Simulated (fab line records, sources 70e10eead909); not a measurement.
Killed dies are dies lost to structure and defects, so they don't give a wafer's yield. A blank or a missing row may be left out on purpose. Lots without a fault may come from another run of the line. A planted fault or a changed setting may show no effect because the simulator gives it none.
Chamber matching | flow nand_harc | NHARC_P_GATE_DESCUM_31 on rie_diel-12: 4 sister chambers
The step chemistry O2, time 3 s. 16 wafers are shown with their chamber, then 8 later ones without.

WAFERS WITH THEIR CHAMBER
wafer  | chamber | drypump_motor_current_A (A) | oes_product_au (a.u.) | rf_vpp_V (V)
L077.2 | 3       | 5.7                         | 1.025                 | 58.4
L077.4 | 1       | 5.0                         | 0.994                 | 58.4
L077.6 | 0       | 6.4                         | 1.009                 | 57.9
L078.1 | 1       | 5.0                         | 0.989                 | 57.1
L078.2 | 2       | 5.4                         | 0.995                 | 56.4
L078.4 | 0       | 6.4                         | 0.995                 | 58.6
L079.2 | 3       | 5.7                         | 1.007                 | 59.3
L079.5 | 1       | 4.9                         | 0.990                 | 58.2
L079.6 | 0       | 6.4                         | 0.988                 | 59.1
L080.1 | 1       | 5.0                         | 0.998                 | 58.7
L080.2 | 0       | 6.4                         | 1.015                 | 58.9
L080.4 | 3       | 5.7                         | 1.016                 | 59.2
L082.1 | 0       | 6.4                         | 0.991                 | 58.0
L082.5 | 2       | 5.4                         | 1.013                 | 58.3
L082.6 | 1       | 5.0                         | 0.989                 | 58.9
L087.1 | 2       | 5.4                         | 1.003                 | 56.5

SIGNATURES (means of the wafers above)
reading                 | chamber 0 | chamber 1 | chamber 2 | chamber 3 | scatter within a chamber
drypump_motor_current_A | 6.400     | 4.980     | 5.400     | 5.700     | 0.0258
oes_product_au          | 0.99960   | 0.99200   | 1.00367   | 1.01600   | 0.00886
rf_vpp_V                | 58.500    | 58.260    | 57.067    | 58.967    | 0.7
Rule: a wafer's distance from a chamber is the root of the sum, over the readings, of the square of ((its reading less the chamber's mean) divided by the reading's scatter). The wafer belongs to the nearest chamber; if the next one is less than 2 further off, it can't be placed. The scatter: the root of (the sum of the squares of (reading less its chamber's mean) over the shown wafers, divided by (wafers less chambers)).

WAFERS WITHOUT THEIR CHAMBER
wafer  | drypump_motor_current_A (A) | oes_product_au (a.u.) | rf_vpp_V (V)
L087.4 | 5.0                         | 0.990                 | 59.0
L087.6 | 5.4                         | 1.001                 | 57.2
L090.1 | 4.9                         | 0.978                 | 57.7
L090.3 | 6.4                         | 1.003                 | 56.7
L090.6 | 5.7                         | 1.010                 | 59.4
L095.3 | 5.7                         | 1.012                 | 57.8
L095.4 | 6.4                         | 0.994                 | 58.3
L095.6 | 5.4                         | 1.004                 | 57.3

WHICH CHAMBER EACH WENT THROUGH
wafer  | from the rows above | in truth
L087.4 | 1                   | 1
L087.6 | 2                   | 2
L090.1 | 1                   | 1
L090.3 | 0                   | 0
L090.6 | 3                   | 3
L095.3 | 3                   | 3
L095.4 | 0                   | 0
L095.6 | 2                   | 2
Placed correctly: 8 of 8. Can't be placed from these rows: 0. Placed wrongly: 0.
